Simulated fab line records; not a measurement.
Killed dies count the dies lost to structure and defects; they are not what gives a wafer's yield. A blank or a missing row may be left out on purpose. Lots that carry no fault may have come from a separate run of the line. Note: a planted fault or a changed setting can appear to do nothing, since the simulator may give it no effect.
fab line records ; flow n5-finfet
record lots=9; wafers=27; last-day=20
route steps=1938 shown BEOL_M0@720 BEOL_M4@1111 PASSIVATION@1936
lots untouched by any fault: they come from a run of this same line in which no faults occurred
start-h: hours from the record's opening day to when the first of the lot's shown wafers began ; wait-h: hours since the lot's step before ; " identical to the entry in the row above ; L1.1+2: one row covering several wafers at once ; - no value present, or no start provided ; * or withheld: withheld ; < > ~ a bound
route shown NAME@n: NAME is a module with steps in the file, n the number in the route of the first one ; usual: the fault-free wafers' mean and standard deviation ; same: alike in all rows ; chamber/n: place in a boat ; sites: per-site readings ; _std_site: how widely they spread, as a standard deviation ; _edge_site: the outer-site mean with the inner-site mean subtracted ; radius-mm: for every site, how far away it sits from the centre of the wafer ; mask NAME#n: copy n ; behind: the last tool/chamber to shape the wafer ; hold: the reason the lot was held/the length of the hold in hours/how it ended ; device: whichever transistor did not switch (one of n, p or np) ; end of line: the same wafers' tests at the end of the route ; a step without rows: its recipe alone ; killed: dies that structure and defects cost at the first sort, which is not the same as the wafer's yield ; map: shows each die of a wafer: x if killed, . if not, _ if none is there
set.NAME: the setting that was run; set.NAME@STEP: the one run at that earlier step ; model.NAME: the simulator's own value behind a step, which no gauge read
route steps across a sampled set of lots; one table per step, one row per wafer
services: a tool's chamber out of use, with start hour (start-h, from the record's first day; less than 0 if before it), hours out, and reason
## steps
# step N5_BEOL_M0_ETCH_128
# recipe chemistry=CF4/N2; target-depth-a=120; overetch-a=51; target=SiCN; time-s=21.4; ion-energy-ev=150; pressure-mtorr=40; source-w=430; bias-w=70; Ar_flow_sccm=100; cf4-flow-sccm=60; n2-flow-sccm=60
# usual chamber-pressure-mTorr=40.00/0.034; drypump-motor-current-A=5.49/0.24; mfc-ar-sccm=99.98/0.29; oes-product-au=0.53/0.045; rf-vpp-V=382.2/1.6; showerhead-plenum-p-Torr=2.21/0.06; throttle-valve-pct=15.40/0.23
lot.wafer;tool;chamber;start-h;wait-h;chamber-pressure-mTorr;drypump-motor-current-A;mfc-ar-sccm;oes-product-au;rf-hours-counter-h;rf-vpp-V;showerhead-plenum-p-Torr;throttle-valve-pct
L331.2;rie-diel-06;2;115.60;0.2;40.04;5.27;99.86;0.51;169;381.8;2.20;15.24
L331.3;rie-diel-06;3;115.60;0.2;39.98;5.33;100.09;0.56;104;382.6;2.23;15.46
L331.5;rie-diel-06;2;115.60;0.2;39.99;5.28;99.77;0.51;-;383.2;2.20;15.21
L336.3;rie-diel-05;0;148.20;0.0;39.99;5.10;99.93;0.53;155;385.1;2.29;15.70
L336.5;rie-diel-05;2;148.20;0.0;39.99;5.91;99.45;0.52;-;382.3;2.20;15.33
L336.6;rie-diel-05;1;148.20;0.0;40.04;5.53;99.74;0.48;-;384.1;2.26;15.70
L344.2;rie-diel-05;1;195.27;0.0;40.00;5.52;100.38;0.65;4;385.7;2.26;15.23
L344.5;rie-diel-05;0;195.27;0.0;40.01;5.12;99.91;0.50;-;383.9;2.29;15.76
L344.6;rie-diel-05;1;195.27;0.0;40.03;5.52;100.40;0.66;-;385.1;2.26;15.23
L345.1;rie-diel-06;0;200.49;0.0;39.96;5.55;100.85;0.51;187;380.3;2.10;15.62
L345.2;rie-diel-06;1;200.49;0.0;40.05;5.88;100.35;0.54;93;383.4;2.23;15.04
L345.4;rie-diel-06;3;200.49;0.0;39.93;5.31;99.93;0.54;134;383.0;2.21;15.53
L346.1;rie-diel-06;2;206.60;0.3;40.02;5.28;100.11;0.48;202;381.4;2.19;15.28
L346.2;rie-diel-06;1;206.60;0.3;39.96;5.86;100.45;0.53;95;382.3;2.23;15.05
L346.6;rie-diel-06;3;206.60;0.3;40.09;5.34;99.93;0.53;-;382.0;2.21;15.52
L347.2;rie-diel-06;3;223.29;0.0;39.99;5.30;99.81;0.53;142;381.7;2.21;15.53
L347.4;rie-diel-06;1;223.29;0.0;39.95;5.87;99.96;0.54;101;382.1;2.23;15.07
L347.6;rie-diel-06;2;223.29;0.0;40.02;5.27;100.06;0.49;-;383.0;2.19;15.31
L350.1;rie-diel-06;0;236.04;0.0;39.94;5.49;100.24;0.50;200;381.2;2.10;15.63
L350.2;rie-diel-06;2;236.04;0.0;39.97;5.26;100.14;0.48;212;381.9;2.19;15.30
L350.5;rie-diel-06;2;236.04;0.0;40.02;5.28;99.86;0.49;-;382.2;2.19;15.31
L352.1;rie-diel-05;0;243.28;0.1;39.99;5.12;99.58;0.49;188;383.4;2.28;15.79
L352.4;rie-diel-05;3;243.28;0.1;40.00;5.60;99.83;0.60;54;381.9;2.24;15.29
L352.5;rie-diel-05;0;243.28;0.1;40.06;5.13;100.11;0.50;-;383.7;2.28;15.78
L353.1;rie-diel-05;0;258.69;0.8;39.98;5.13;100.38;0.51;193;384.3;2.28;15.80
L353.4;rie-diel-05;1;258.69;0.8;39.95;5.58;100.08;0.62;24;382.1;2.25;15.27
L353.6;rie-diel-05;0;258.69;0.8;39.93;5.13;100.08;0.50;-;383.5;2.28;15.80
# step N5_BEOL_M0_PRE_CLEAN_113
# recipe gas=H2/He; time-s=30; temp-c=250
# usual heater-power-w=314/48
lot.wafer;tool;chamber;start-h;wait-h;heater-power-w
L331.2;pvd-sputter-02;-;116.25;0.0;301
L331.3;pvd-sputter-02;-;116.25;0.0;355
L331.5;pvd-sputter-02;-;116.25;0.0;307
L336.3;pvd-sputter-01;-;151.13;0.0;304
L336.5;pvd-sputter-01;-;151.13;0.0;307
L336.6;pvd-sputter-01;-;151.13;0.0;356
L344.2;pvd-sputter-01;-;195.91;0.0;312
L344.5;pvd-sputter-01;-;195.91;0.0;356
L344.6;pvd-sputter-01;-;195.91;0.0;290
L345.1;pvd-sputter-03;-;201.34;0.0;318
L345.2;pvd-sputter-03;-;201.34;0.0;251
L345.4;pvd-sputter-03;-;201.34;0.0;274
L346.1;pvd-sputter-02;-;207.27;0.0;318
L346.2;pvd-sputter-02;-;207.27;0.0;348
L346.6;pvd-sputter-02;-;207.27;0.0;298
L347.2;pvd-sputter-03;-;224.42;0.0;247
L347.4;pvd-sputter-03;-;224.42;0.0;310
L347.6;pvd-sputter-03;-;224.42;0.0;242
L350.1;pvd-sputter-03;-;236.50;0.0;414
L350.2;pvd-sputter-03;-;236.50;0.0;255
L350.5;pvd-sputter-03;-;236.50;0.0;247
L352.1;pvd-sputter-01;-;244.60;0.0;299
L352.4;pvd-sputter-01;-;244.60;0.0;279
L352.5;pvd-sputter-01;-;244.60;0.0;284
L353.1;pvd-sputter-01;-;259.51;0.0;291
L353.4;pvd-sputter-01;-;259.51;0.0;312
L353.6;pvd-sputter-01;-;259.51;0.0;283
# step N5_BEOL_M0_CVD_115
# recipe material=Co; target-thk-a=*; temp-c=withheld; precursor=CCTBA/H2; pressure-torr=30; time-s=120
# usual chamber-pressure-Torr=30.00/0.065; run-length-s=142.7/0.39
lot.wafer;tool;chamber;start-h;wait-h;chamber-pressure-Torr;run-length-s
L331.2;cvd-co-02;2;116.77;0.2;29.90;142.7
L331.3;cvd-co-02;0;116.77;0.2;29.92;142.1
L331.5;cvd-co-02;0;116.77;0.2;29.90;142.1
L336.3;cvd-co-01;1;151.51;0.1;29.98;142.3
L336.5;cvd-co-01;0;151.51;0.1;30.02;142.6
L336.6;cvd-co-01;2;151.51;0.1;30.07;142.7
L344.2;cvd-co-01;0;196.38;0.2;29.98;142.6
L344.5;cvd-co-01;1;196.38;0.2;30.05;142.7
L344.6;cvd-co-01;2;196.38;0.2;30.00;142.8
L345.1;cvd-co-01;1;201.85;0.1;-;-
L345.2;cvd-co-01;2;201.85;0.1;-;-
L345.4;cvd-co-01;2;201.85;0.1;-;-
L346.1;cvd-co-02;1;207.89;0.1;-;-
L346.2;cvd-co-02;0;207.89;0.1;-;-
L346.6;cvd-co-02;0;207.89;0.1;-;-
L347.2;cvd-co-01;0;225.07;0.1;-;-
L347.4;cvd-co-01;0;225.07;0.1;-;-
L347.6;cvd-co-01;1;225.07;0.1;-;-
L350.1;cvd-co-02;2;237.04;0.1;29.93;142.5
L350.2;cvd-co-02;1;237.04;0.1;30.02;143.2
L350.5;cvd-co-02;0;237.04;0.1;29.99;141.9
L352.1;cvd-co-02;1;245.10;0.1;30.05;143.0
L352.4;cvd-co-02;1;245.10;0.1;29.91;143.2
L352.5;cvd-co-02;0;245.10;0.1;29.96;141.9
L353.1;cvd-co-02;1;259.97;0.1;30.12;143.2
L353.4;cvd-co-02;1;259.97;0.1;30.01;143.2
L353.6;cvd-co-02;0;259.97;0.1;29.97;142.1
# step N5_BEOL_M0_SPUTTER_134
# recipe material=Cu; target-thk-a=40; temp-c=-20; chamber-pressure-pa=0.07; power-w=withheld; time-s=7.37
# usual throttle-valve-pct=30.3/1.5
lot.wafer;tool;chamber;start-h;wait-h;throttle-valve-pct
L331.2;pvd-sputter-02;-;118.37;0.0;32.6
L331.3;pvd-sputter-02;-;118.37;0.0;29.2
L331.5;pvd-sputter-02;-;118.37;0.0;29.2
L336.3;pvd-sputter-03;-;151.86;0.0;29.6
L336.5;pvd-sputter-03;-;151.86;0.0;29.8
L336.6;pvd-sputter-03;-;151.86;0.0;31.0
L344.2;pvd-sputter-01;-;196.96;0.0;29.3
L344.5;pvd-sputter-01;-;196.96;0.0;29.3
L344.6;pvd-sputter-01;-;196.96;0.0;28.4
L345.1;pvd-sputter-03;-;202.22;0.0;29.5
L345.2;pvd-sputter-03;-;202.22;0.0;30.7
L345.4;pvd-sputter-03;-;202.22;0.0;30.1
L346.1;pvd-sputter-01;-;208.56;0.0;29.2
L346.2;pvd-sputter-01;-;208.56;0.0;28.4
L346.6;pvd-sputter-01;-;208.56;0.0;32.6
L347.2;pvd-sputter-01;-;225.49;0.0;29.6
L347.4;pvd-sputter-01;-;225.49;0.0;33.1
L347.6;pvd-sputter-01;-;225.49;0.0;33.2
L350.1;pvd-sputter-01;-;237.40;0.0;29.9
L350.2;pvd-sputter-01;-;237.40;0.0;29.6
L350.5;pvd-sputter-01;-;237.40;0.0;28.3
L352.1;pvd-sputter-03;-;245.57;0.0;32.5
L352.4;pvd-sputter-03;-;245.57;0.0;29.9
L352.5;pvd-sputter-03;-;245.57;0.0;32.3
L353.1;pvd-sputter-01;-;260.41;0.0;29.8
L353.4;pvd-sputter-01;-;260.41;0.0;28.4
L353.6;pvd-sputter-01;-;260.41;0.0;32.7
# step N5_BEOL_M0_CMP_120
# recipe stop-on=SiOC; t-overpolish-s=6.9; down-force-psi=1; platen-rpm=50; clearing-platen-down-force-psi=1.5; clearing-platen-rpm=50; post-cmp-clean=cu-alkaline; clearing-platen-pad-velocity-m-s=0.99484; pad-velocity-m-s=0.99484
# usual barrier-field-endpoint-s=3.67/0.1; edge-zone-pressure-frac=1.000/0.0047; motor-current-A=6.0/0.39
lot.wafer;tool;chamber;start-h;wait-h;barrier-field-endpoint-s;edge-zone-pressure-frac;motor-current-A
L331.2;cmp-01;1;118.99;0.2;3.63;1.002;5.9
L331.3;cmp-01;0;118.99;0.2;3.57;0.998;5.7
L331.5;cmp-01;2;118.99;0.2;3.70;1.003;6.0
L336.3;cmp-02;0;152.63;0.2;3.89;1.003;5.8
L336.6;cmp-02;2;152.63;0.2;3.81;0.996;6.0
L336.5;cmp-02;3;152.63;0.2;3.82;0.998;5.7
L344.2;cmp-02;1;197.62;0.2;3.76;1.006;5.8
L344.6;cmp-02;0;197.62;0.2;3.77;1.005;5.4
L344.5;cmp-02;1;197.62;0.2;3.61;1.003;5.9
L345.2;cmp-02;2;202.83;0.2;1.81;1.003;5.8
L345.4;cmp-02;3;202.83;0.2;1.84;1.005;5.8
L345.1;cmp-02;0;202.83;0.2;1.78;0.993;5.6
L346.1;cmp-01;0;209.34;0.3;1.75;1.003;6.2
L346.2;cmp-01;3;209.34;0.3;1.79;0.991;5.6
L346.6;cmp-01;0;209.34;0.3;1.78;1.005;6.1
L347.2;cmp-04;1;226.30;0.2;1.85;0.999;6.0
L347.4;cmp-04;2;226.30;0.2;1.83;1.003;6.3
L347.6;cmp-04;1;226.30;0.2;1.84;1.009;6.1
L350.1;cmp-01;1;239.05;0.3;3.82;0.995;6.2
L350.2;cmp-01;2;239.05;0.3;3.76;1.002;6.4
L350.5;cmp-01;1;239.05;0.3;3.73;1.003;6.2
L352.1;cmp-02;1;246.28;0.3;3.60;0.995;6.0
L352.4;cmp-02;2;246.28;0.3;3.65;1.002;5.5
L352.5;cmp-02;3;246.28;0.3;3.64;0.999;5.7
L353.1;cmp-04;1;261.03;0.3;3.63;1.008;5.9
L353.4;cmp-04;3;261.03;0.3;3.39;0.999;6.9
L353.6;cmp-04;2;261.03;0.3;3.74;1.000;6.4
# step N5_BEOL_M4_RC_MEAS_101
# usual DIBL_N=36.3/1.2; DIBL_P=36.3/1.4; IOFF_N=0.160/0.02; IOFF_P=0.210/0.025; ION_N=675/9.5; ION_P=462/7; SS_N=71.5/0.53; SS_P=73.4/0.55; VT_N=249.5/2.6; VT_P=-250.1/2.9
lot.wafer;tool;chamber;start-h;wait-h;DIBL_N[mV/V];DIBL_P[mV/V];IOFF_N[nA/um];IOFF_P[nA/um];ION_N[uA/um];ION_P[uA/um];SS_N[mV/dec];SS_P[mV/dec];VT_N[mV];VT_P[mV]
L331.2;prober-01;0;195.54;0.2;36.1;36.3;0.164;0.226;678;466;71.2;72.9;249.9;-248.1
L331.3;prober-01;0;195.54;0.2;35.3;35.3;0.164;0.217;682;462;71.3;73.2;249.6;-246.8
L331.5;prober-01;0;195.54;0.2;34.3;34.0;0.140;0.194;667;458;70.9;73.2;252.4;-250.2
L336.3;prober-02;0;218.33;0.3;36.7;37.4;0.178;0.258;679;466;71.6;74.1;245.1;-243.4
L336.5;prober-02;0;218.33;0.3;36.0;36.1;0.155;0.236;667;460;71.6;73.8;250.2;-246.4
L336.6;prober-02;0;218.33;0.3;35.7;35.6;0.147;0.217;668;460;71.5;73.6;247.7;-246.2
L344.2;prober-01;0;290.49;0.2;37.2;37.4;0.169;0.239;684;459;72.5;73.6;247.4;-250.6
L344.5;prober-01;0;290.49;0.2;37.8;37.3;0.180;0.244;679;466;72.3;73.9;245.2;-247.5
L344.6;prober-01;0;290.49;0.2;37.4;37.1;0.168;0.236;679;470;71.8;72.7;250.2;-246.4
L350.1;prober-01;0;338.63;0.0;38.0;38.8;0.173;0.213;667;454;71.4;73.9;249.4;-251.8
L350.2;prober-01;0;338.63;0.0;35.9;35.7;0.131;0.184;659;449;70.8;73.0;253.3;-254.3
L350.5;prober-01;0;338.63;0.0;35.7;35.6;0.134;0.183;650;449;71.6;72.8;253.9;-253.9
L352.1;prober-01;0;344.62;0.0;36.0;36.6;0.165;0.215;682;462;71.3;73.0;247.6;-251.8
L352.4;prober-01;0;344.62;0.0;35.2;35.6;0.144;0.190;674;462;70.7;73.1;250.9;-250.1
L352.5;prober-01;0;344.62;0.0;35.2;35.0;0.141;0.183;679;466;71.6;73.3;252.5;-251.1
L353.1;prober-02;0;363.29;0.0;35.3;36.4;0.154;0.208;679;472;71.6;72.7;247.8;-249.9
L353.4;prober-02;0;363.29;0.0;34.8;34.8;0.143;0.183;683;466;70.8;72.7;248.7;-250.5
L353.6;prober-02;0;363.29;0.0;34.6;35.8;0.151;0.206;691;466;71.3;72.1;250.1;-247.9
# step N5_PASSIVATION_PROBE_49
# usual defect-limited-yield=90.9/1.3; killed_at_M0_to_M3=36/11; killed_at_M4_up=13/5.1; killed-at-contacts=14/4.9; killed-at-front-end=41/10; killed-at-other=3.4/2.6; killed-dies=107/16; killed-on-rim=14/4; killed-open=70/11; killed-short=36/7.8; sort_bin_5_function=5.4/0.84; sort_bin_6_memory=3.4/0.67; sort-n-pass=1073/16; sort-yield-pct=90.9/1.3
# same gross-dies=1180; killed-at-back-side=0; sort_bin_4_leakage[%]=0; sort_bin_8_speed[%]=0
lot.wafer;tool;chamber;start-h;wait-h;defect-limited-yield[%];killed_at_M0_to_M3;killed_at_M4_up;killed-at-contacts;killed-at-front-end;killed-at-other;killed-dies;killed-on-rim;killed-open;killed-short;sort_bin_5_function[%];sort_bin_6_memory[%];sort-n-pass;sort-yield-pct[%]
L336.3;prober-02;-;334.78;0.1;90.8;55;11;12;30;0;108;11;79;29;5.5;3.2;1072;90.8
L336.5;prober-02;-;334.88;0.2;91.6;33;9;16;39;2;99;14;76;22;5.1;3.1;1081;91.6
L336.6;prober-02;-;334.93;0.3;91.9;29;16;23;26;1;95;12;60;35;5.7;2.1;1085;91.9
L344.2;prober-01;-;395.95;0.1;90.4;38;21;9;40;5;113;9;73;40;6.4;3.1;1067;90.4
L344.5;prober-01;-;396.10;0.2;89.6;46;18;18;34;7;123;14;78;44;5.9;4.1;1057;89.6
L344.6;prober-01;-;396.15;0.3;89.8;43;12;8;53;4;120;12;68;51;6.1;3.7;1060;89.8
L345.1;prober-01;-;416.79;0.0;0;1117;13;5;39;6;1180;152;57;29;90.1;9.7;0;0
L345.2;prober-01;-;416.84;0.1;0;1107;14;12;44;3;1180;152;76;35;88.7;10.9;0;0
L345.4;prober-01;-;416.94;0.2;0;1114;20;6;36;4;1180;152;72;35;89.3;10.4;0;0
L346.1;prober-02;-;423.74;0.0;0;1133;10;6;30;1;1180;152;43;22;90.7;9.3;0;0
L346.2;prober-02;-;423.79;0.1;0;1107;21;23;26;3;1180;152;69;40;89.5;10.1;0;0
L346.6;prober-02;-;423.99;0.3;0;1122;23;9;18;8;1180;152;59;36;89.3;10.3;0;0
L347.2;prober-01;-;451.21;0.1;0;1133;7;11;29;0;1180;152;39;25;90.3;9.4;0;0
L347.4;prober-01;-;451.31;0.2;0;1149;4;9;18;0;1180;152;33;16;89.6;10.3;0;0
L347.6;prober-01;-;451.41;0.3;0;1118;13;14;31;4;1180;152;49;30;90.3;9.2;0;0
L352.1;prober-02;-;465.10;0.2;91.6;45;10;8;35;1;99;11;63;34;4.9;3.4;1081;91.6
L352.4;prober-02;-;465.25;0.3;91.9;41;5;9;37;3;95;8;57;38;4.9;2.9;1085;91.9
L352.5;prober-02;-;465.30;0.4;90.1;60;7;21;29;0;117;17;86;31;6.7;2.8;1063;90.1
# killed by level:class
L336.3 BEOL_M0_SAQP:geometric-particle:open=21 BEOL_M0_SAQP:geometric-particle:short=13 STI_FIN_REVEAL:geometric-particle:open=12 MOL_CONTACT_COAG:geometric-particle:open=12 BEOL_M3:geometric-particle:open=8 BEOL_M2:geometric-particle:open=6 BEOL_M3:geometric-particle:short=4 FIN_SAQP:geometric-particle:open=3
L336.5 MOL_CONTACT_COAG:geometric-particle:open=14 STI_FIN_REVEAL:geometric-particle:open=12 FIN_SAQP:geometric-particle:open=11 BEOL_M3:geometric-particle:open=9 BEOL_M2:geometric-particle:open=6 BEOL_M0_SAQP:geometric-particle:open=5 STI_FIN_REVEAL:geometric-particle:short=4 GATE_CUT:geometric-particle:short=4
L336.6 MOL_CONTACT_COAG:geometric-particle:open=17 STI_FIN_REVEAL:geometric-particle:open=12 BEOL_M0_SAQP:geometric-particle:short=8 MOL_CONTACT_COAG:geometric-particle:short=6 BEOL_M3:geometric-particle:open=6 BEOL_M0_SAQP:geometric-particle:open=5 BEOL_M4:geometric-particle:open=5 STI_FIN_REVEAL:geometric-particle:short=3
L344.2 FIN_SAQP:geometric-particle:open=14 BEOL_M0_SAQP:geometric-particle:open=11 BEOL_M4:geometric-particle:open=11 FIN_SAQP:geometric-particle:short=9 BEOL_M0_SAQP:geometric-particle:short=8 BEOL_M3:geometric-particle:open=8 MOL_CONTACT_COAG:geometric-particle:open=6 GATE_CUT:geometric-particle:short=5
L344.5 BEOL_M0_SAQP:geometric-particle:open=16 MOL_CONTACT_COAG:geometric-particle:open=13 FIN_SAQP:geometric-particle:short=11 FIN_SAQP:geometric-particle:open=9 BEOL_M0_SAQP:geometric-particle:short=9 BEOL_M3:geometric-particle:open=9 BEOL_M4:geometric-particle:open=7 MOL_CONTACT_COAG:geometric-particle:short=5
L344.6 FIN_SAQP:geometric-particle:short=14 BEOL_M0_SAQP:geometric-particle:open=13 BEOL_M0_SAQP:geometric-particle:short=9 DUMMY_GATE:geometric-particle:open=7 GATE_CUT:geometric-particle:short=7 MOL_CONTACT_COAG:geometric-particle:open=7 FIN_SAQP:geometric-particle:open=6 BEOL_M1:geometric-particle:open=6
L345.1 BEOL_M0:area-cvd=857 BEOL_M0:interface-void-opened=237 FIN_SAQP:geometric-particle:open=16 BEOL_M0_SAQP:geometric-particle:open=8 BEOL_M4:geometric-particle:open=7 FIN_SAQP:geometric-particle:short=6 MOL_CONTACT_COAG:geometric-particle:open=5 BEOL_M0_SAQP:geometric-particle:short=5
L345.2 BEOL_M0:area-cvd=821 BEOL_M0:interface-void-opened=247 FIN_SAQP:geometric-particle:open=22 BEOL_M3:geometric-particle:open=11 MOL_CONTACT_COAG:geometric-particle:open=10 GATE_CUT:geometric-particle:short=6 BEOL_M0_SAQP:geometric-particle:open=6 BEOL_M0_SAQP:geometric-particle:short=6
L345.4 BEOL_M0:area-cvd=818 BEOL_M0:interface-void-opened=255 FIN_SAQP:geometric-particle:open=14 BEOL_M0_SAQP:geometric-particle:open=14 BEOL_M4:geometric-particle:open=12 FIN_SAQP:geometric-particle:short=8 BEOL_M1:geometric-particle:open=8 BEOL_M0_SAQP:geometric-particle:short=7
L346.1 BEOL_M0:area-cvd=880 BEOL_M0:interface-void-opened=235 STI_FIN_REVEAL:geometric-particle:open=9 BEOL_M0_SAQP:geometric-particle:open=7 MOL_CONTACT_COAG:geometric-particle:open=5 FIN_SAQP:geometric-particle:open=4 BEOL_M1:geometric-particle:open=4 BEOL_M0_SAQP:geometric-particle:short=4
L346.2 BEOL_M0:area-cvd=828 BEOL_M0:interface-void-opened=242 MOL_CONTACT_COAG:geometric-particle:open=20 BEOL_M0_SAQP:geometric-particle:short=15 BEOL_M0_SAQP:geometric-particle:open=9 STI_FIN_REVEAL:geometric-particle:open=7 BEOL_M2:geometric-particle:open=5 BEOL_M4:geometric-particle:open=5
L346.6 BEOL_M0:area-cvd=836 BEOL_M0:interface-void-opened=249 BEOL_M0_SAQP:geometric-particle:short=12 BEOL_M0_SAQP:geometric-particle:open=9 BEOL_M2:geometric-particle:open=8 BEOL_M5:geometric-particle:open=8 MOL_CONTACT_COAG:geometric-particle:open=7 BEOL_M5:geometric-particle:short=6
L347.2 BEOL_M0:area-cvd=874 BEOL_M0:interface-void-opened=240 MOL_CONTACT_COAG:geometric-particle:open=10 FIN_SAQP:geometric-particle:short=7 FIN_SAQP:geometric-particle:open=5 BEOL_M3:geometric-particle:open=5 ILD0:geometric-particle:short=4 BEOL_M0_SAQP:geometric-particle:short=4
L347.4 BEOL_M0:area-cvd=861 BEOL_M0:interface-void-opened=269 MOL_CONTACT_COAG:geometric-particle:open=7 BEOL_M2:geometric-particle:open=6 FIN_SAQP:geometric-particle:short=5 BEOL_M3:geometric-particle:open=5 STI_FIN_REVEAL:geometric-particle:open=3 FIN_SAQP:geometric-particle:open=2
L347.6 BEOL_M0:area-cvd=849 BEOL_M0:interface-void-opened=250 MOL_CONTACT_COAG:geometric-particle:open=13 FIN_SAQP:geometric-particle:open=9 BEOL_M0_SAQP:geometric-particle:short=7 FIN_SAQP:geometric-particle:short=4 STI_FIN_REVEAL:geometric-particle:open=3 GATE_CUT:geometric-particle:short=3
L352.1 BEOL_M0_SAQP:geometric-particle:open=11 GATE_CUT:geometric-particle:short=10 BEOL_M2:geometric-particle:open=9 BEOL_M3:geometric-particle:open=8 BEOL_M0_SAQP:geometric-particle:short=6 STI_FIN_REVEAL:geometric-particle:open=5 MOL_CONTACT_COAG:geometric-particle:open=5 BEOL_M1:geometric-particle:open=5
L352.4 BEOL_M3:geometric-particle:open=12 FIN_SAQP:geometric-particle:short=8 BEOL_M0_SAQP:geometric-particle:open=8 BEOL_M0_SAQP:geometric-particle:short=8 GATE_CUT:geometric-particle:short=7 MOL_CONTACT_COAG:geometric-particle:open=7 STI_FIN_REVEAL:geometric-particle:open=6 FIN_SAQP:geometric-particle:open=4
L352.5 BEOL_M1:geometric-particle:open=17 MOL_CONTACT_COAG:geometric-particle:open=15 BEOL_M3:geometric-particle:open=15 BEOL_M0_SAQP:geometric-particle:open=10 GATE_CUT:geometric-particle:short=9 BEOL_M2:geometric-particle:open=8 GATE_CUT:geometric-particle:open=6 MOL_CONTACT_COAG:geometric-particle:short=6
## services
tool;chamber;start-h;hours;kind
cmp-02;-;107.60;12.0;pm
rie-diel-06;1;110.57;8.0;repair
pvd-sputter-01;-;112.49;2.9;repair
cvd-co-02;1;114.67;-;clean
cvd-co-02;1;114.67;22.0;scheduled-down
cvd-co-02;1;114.67;22.0;vent-cycle
cmp-02;-;119.64;4.0;pm
cvd-co-02;-;120.87;1.0;repair
cvd-co-02;-;123.05;3.6;repair
cmp-02;-;123.64;-;consumable-replace:conditioner
cmp-02;-;123.64;-;consumable-replace:pad
cmp-04;-;129.63;10.0;pm
cmp-01;-;131.77;4.0;pm
cmp-01;-;135.77;-;consumable-replace:conditioner
cmp-01;-;135.77;-;consumable-replace:pad
cmp-01;-;159.13;2.1;repair
rie-diel-05;1;166.89;-;clean
rie-diel-05;1;166.89;-;consumable-replace:focus-ring
rie-diel-05;2;191.71;1.3;repair
cmp-02;-;201.20;1.1;repair
cmp-01;-;203.65;1.3;repair
cmp-01;-;225.37;0.7;repair
cmp-04;-;245.63;0.6;repair
cvd-co-01;0;258.76;11.8;repair
## key
first-sign step=N5_BEOL_M0_CVD_115; reading=tool-record; direction=missing
effect step=N5_BEOL_M0_CMP_120; reading=barrier-field-endpoint-s; direction=down; sigmas=18; usual=3.67; struck=1.81
effect step=N5_PASSIVATION_PROBE_49; reading=sort_bin_5_function; direction=up; sigmas=99+; usual=5.4; struck=89.8
more-kills-born-at N5_BEOL_M0_CVD_115@cvd-co-01=5080; N5_BEOL_M0_CVD_115@cvd-co-02=2541
met-at N5_BEOL_M0_CVD_115
struck-lots L345,L346,L347
later-rows-left-out L345.1,L345.2,L345.4,L346.1,L346.2,L346.6,L347.2,L347.4,L347.6
not-acting-at N5_BEOL_M0_ETCH_128,N5_BEOL_M0_PRE_CLEAN_113,N5_BEOL_M0_SPUTTER_134
onset-between 196.38 201.85
fault kind=skipped-step-whole; tool=cvd-co-01,cvd-co-02; chamber=-; onset-h=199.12; steps=N5_BEOL_M0_CVD_115; scope=struck-lots-only
# later-rows-left-out: the simulator's readings of these wafers behind a module that went badly wrong aren't trusted and aren't shown, but for the sort
